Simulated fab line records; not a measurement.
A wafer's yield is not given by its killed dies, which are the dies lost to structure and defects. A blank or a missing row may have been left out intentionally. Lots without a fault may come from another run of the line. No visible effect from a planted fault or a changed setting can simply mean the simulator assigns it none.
Matching of chambers | flow n5 finfet | N5_BEOL_M11_VIA_ETCH_34 on rie diel-05 has 4 sister chambers
The step etches SiCOH lowk in C4F6/O2, target depth 184.5 nm, time 69.2 s. 4 wafers are shown with their chamber, then 7 later ones without.

WAFERS PAIRED WITH THEIR CHAMBERS
wafer  | chamber | drypump motor current A (A)
L084.1 | 3       | 5.4
L084.3 | 0       | 4.9
L091.1 | 2       | 5.7
L091.2 | 1       | 6.2

WAFERS WITH NO CHAMBER GIVEN
wafer  | drypump motor current A (A)
L091.4 | 5.0
L094.4 | 5.6
L094.5 | 5.7
L094.6 | 5.4
L095.1 | 5.4
L095.3 | 5.6
L095.6 | 5.6

WHICH CHAMBER EACH WENT THROUGH
wafer  | from the rows above     | in truth
L091.4 | 0                       | 0
L094.4 | can't be placed: 2 or 3 | 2
L094.5 | 2                       | 2
L094.6 | 3                       | 3
L095.1 | 3                       | 3
L095.3 | can't be placed: 2 or 3 | 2
L095.6 | can't be placed: 2 or 3 | 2
4 of 7 placed correctly. These rows do not allow placing 3 (true chamber among the candidates in 3). Number placed wrongly: 0.
How it was worked out, from the rows above alone: a wafer's distance from a chamber is the root of the sum, over the readings, of the square of ((its reading less the chamber's mean) divided by the reading's scatter). The wafer belongs to the nearest chamber; if the next one is less than 2 further off, it can't be placed. For every chamber, the mean is computed from those of its wafers that are shown. The scatter: root of mean squared gap, hidden wafer to nearest shown wafer, with one shown wafer a chamber.
